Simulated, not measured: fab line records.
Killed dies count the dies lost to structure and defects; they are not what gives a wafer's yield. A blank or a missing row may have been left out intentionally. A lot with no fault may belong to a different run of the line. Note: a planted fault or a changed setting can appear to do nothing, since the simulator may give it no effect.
Chamber matching || flow nandHarc || NHARC_P_CONTACT_ALD_22 on aldMetal-04: 4 sister chambers
The step deposits TiN, target thk 3 nm, pulse time 1 s, ald cycles 150. 4 wafers are shown with their chamber, then 9 later ones without.

EACH WAFER AND ITS CHAMBER
{"wafer": "L089.4", "chamber": 1, "heaterPowerW (W)": 1144}
{"wafer": "L090.1", "chamber": 3, "heaterPowerW (W)": 1248}
{"wafer": "L090.2", "chamber": 0, "heaterPowerW (W)": 1170}
{"wafer": "L090.5", "chamber": 2, "heaterPowerW (W)": 1145}

WAFERS MISSING THEIR CHAMBER
{"wafer": "L093.3", "heaterPowerW (W)": 1181}
{"wafer": "L093.4", "heaterPowerW (W)": 1209}
{"wafer": "L093.5", "heaterPowerW (W)": 1093}
{"wafer": "L096.3", "heaterPowerW (W)": 1090}
{"wafer": "L096.4", "heaterPowerW (W)": 1229}
{"wafer": "L096.6", "heaterPowerW (W)": 1168}
{"wafer": "L097.1", "heaterPowerW (W)": 1184}
{"wafer": "L097.4", "heaterPowerW (W)": 1164}
{"wafer": "L097.5", "heaterPowerW (W)": 1124}

EACH ONE'S CHAMBER
{"wafer": "L093.3", "from the rows above": "can't be placed: 0 or 2 or 1 or 3", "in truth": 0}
{"wafer": "L093.4", "from the rows above": "can't be placed: 0 or 3 or 2 or 1", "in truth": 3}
{"wafer": "L093.5", "from the rows above": "can't be placed: 1 or 2 or 0", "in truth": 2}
{"wafer": "L096.3", "from the rows above": "can't be placed: 1 or 2 or 0", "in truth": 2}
{"wafer": "L096.4", "from the rows above": "can't be placed: 3 or 0", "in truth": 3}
{"wafer": "L096.6", "from the rows above": "can't be placed: 0 or 2 or 1", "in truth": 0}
{"wafer": "L097.1", "from the rows above": "can't be placed: 0 or 2 or 1 or 3", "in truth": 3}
{"wafer": "L097.4", "from the rows above": "can't be placed: 0 or 2 or 1", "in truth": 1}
{"wafer": "L097.5", "from the rows above": "can't be placed: 1 or 2 or 0", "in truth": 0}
Correct placement for 0 of the 9. From these rows, 9 cannot be placed; in 9 the true chamber is one of the candidates. Number placed wrongly: 0.
How it was worked out, from the rows above alone: a wafer's distance from a chamber is the root of the sum, over the readings, of the square of ((its reading less the chamber's mean) divided by the reading's scatter). If the next closest chamber is less than 2 further off than the closest, the wafer can't be placed; otherwise it belongs to the closest. For every chamber, the mean is computed from those of its wafers that are shown. The scatter: with one shown wafer a chamber, the root of the mean of the squares of how far each hidden wafer lies from its nearest shown one.
